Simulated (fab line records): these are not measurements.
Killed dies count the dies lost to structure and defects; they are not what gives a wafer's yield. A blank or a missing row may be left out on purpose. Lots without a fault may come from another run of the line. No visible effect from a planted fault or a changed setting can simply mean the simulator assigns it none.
Matching of chambers / flow n5 finfet / N5_BEOL_M10_ETCH_65 on rie diel-05: 4 sister chambers
The step etches SiARC in CF4, target depth 39 nm, time 65 s. 4 wafers are shown with their chamber, then 10 later ones without.

WAFERS, EACH WITH ITS CHAMBER
wafer=L088.5; chamber=2; showerhead plenum p Torr (Torr)=2.16
wafer=L088.6; chamber=1; showerhead plenum p Torr (Torr)=2.22
wafer=L089.1; chamber=0; showerhead plenum p Torr (Torr)=2.25
wafer=L089.4; chamber=3; showerhead plenum p Torr (Torr)=2.10

WAFERS WHOSE CHAMBER IS MISSING
wafer=L089.6; showerhead plenum p Torr (Torr)=2.25
wafer=L091.1; showerhead plenum p Torr (Torr)=2.25
wafer=L091.2; showerhead plenum p Torr (Torr)=2.21
wafer=L091.3; showerhead plenum p Torr (Torr)=2.10
wafer=L093.1; showerhead plenum p Torr (Torr)=2.10
wafer=L093.5; showerhead plenum p Torr (Torr)=2.10
wafer=L093.6; showerhead plenum p Torr (Torr)=2.16
wafer=L097.3; showerhead plenum p Torr (Torr)=2.25
wafer=L097.4; showerhead plenum p Torr (Torr)=2.25
wafer=L097.6; showerhead plenum p Torr (Torr)=2.16

THE CHAMBER EACH PASSED THROUGH
wafer=L089.6; from the rows above=0; in truth=0
wafer=L091.1; from the rows above=0; in truth=0
wafer=L091.2; from the rows above=1; in truth=1
wafer=L091.3; from the rows above=3; in truth=3
wafer=L093.1; from the rows above=3; in truth=3
wafer=L093.5; from the rows above=3; in truth=3
wafer=L093.6; from the rows above=2; in truth=2
wafer=L097.3; from the rows above=0; in truth=0
wafer=L097.4; from the rows above=0; in truth=0
wafer=L097.6; from the rows above=2; in truth=2
Correctly placed: 10 of 10. From these rows, 0 cannot be placed. Number placed wrongly: 0.
How it was worked out, from the rows above alone: a wafer's distance from a chamber is the root of the sum, over the readings, of the square of ((its reading less the chamber's mean) divided by the reading's scatter). The wafer belongs to the nearest chamber; if the next one is less than 2 further off, it can't be placed. Each chamber's mean is taken over the wafers shown for it. The scatter (one wafer shown for each chamber): square how far every hidden wafer sits from the nearest shown wafer, average those squares and take the square root.
